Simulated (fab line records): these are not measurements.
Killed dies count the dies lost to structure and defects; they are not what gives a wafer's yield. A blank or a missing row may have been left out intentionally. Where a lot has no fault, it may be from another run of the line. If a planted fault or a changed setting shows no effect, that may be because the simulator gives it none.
Chamber matching + flow n5 finfet + N5_BEOL_M6_ETCH_61 on rie diel-01 has 4 sister chambers
The step etches SiARC in CF4, target depth 45.5 nm, time 75.8 s. 7 wafers are shown with their chamber, then 7 later ones without.

== EACH WAFER AND ITS CHAMBER ==
| wafer  | chamber | showerhead plenum p Torr (Torr) | drypump motor current A (A) |
|--------|---------|---------------------------------|-----------------------------|
| L078.3 | 2       | 2.14                            | 5.6                         |
| L081.6 | 1       | 2.26                            | 5.1                         |
| L082.5 | 1       | 2.26                            | 5.0                         |
| L087.4 | 3       | 2.06                            | 6.2                         |
| L087.5 | 0       | 2.09                            | 6.2                         |
| L089.3 | 3       | 2.06                            | 6.2                         |
| L089.4 | 0       | 2.08                            | 6.2                         |

== WAFERS WITH NO CHAMBER GIVEN ==
| wafer  | showerhead plenum p Torr (Torr) | drypump motor current A (A) |
|--------|---------------------------------|-----------------------------|
| L089.6 | 2.08                            | 6.2                         |
| L090.2 | 2.25                            | 5.0                         |
| L090.4 | 2.08                            | 6.2                         |
| L090.6 | 2.08                            | 6.2                         |
| L094.3 | 2.13                            | 5.6                         |
| L094.4 | 2.08                            | 6.2                         |
| L094.5 | 2.05                            | 6.2                         |

== WHICH CHAMBER EACH ONE RAN IN ==
| wafer  | from the rows above | in truth |
|--------|---------------------|----------|
| L089.6 | 0                   | 0        |
| L090.2 | 1                   | 1        |
| L090.4 | 0                   | 0        |
| L090.6 | 0                   | 0        |
| L094.3 | 2                   | 2        |
| L094.4 | 0                   | 0        |
| L094.5 | 3                   | 3        |
Correctly placed: 7 of 7. Can't be placed from these rows: 0. 0 placed wrongly.
How it was worked out, from the rows above alone: a wafer's distance from a chamber is the root of the sum, over the readings, of the square of ((its reading less the chamber's mean) divided by the reading's scatter). If the next closest chamber is less than 2 further off than the closest, the wafer can't be placed; otherwise it belongs to the closest. The mean given for a chamber averages the wafers shown for that chamber. The scatter: take each reading less its chamber's mean, square it, sum over the shown wafers, divide by the number of wafers less the number of chambers, and take the root.
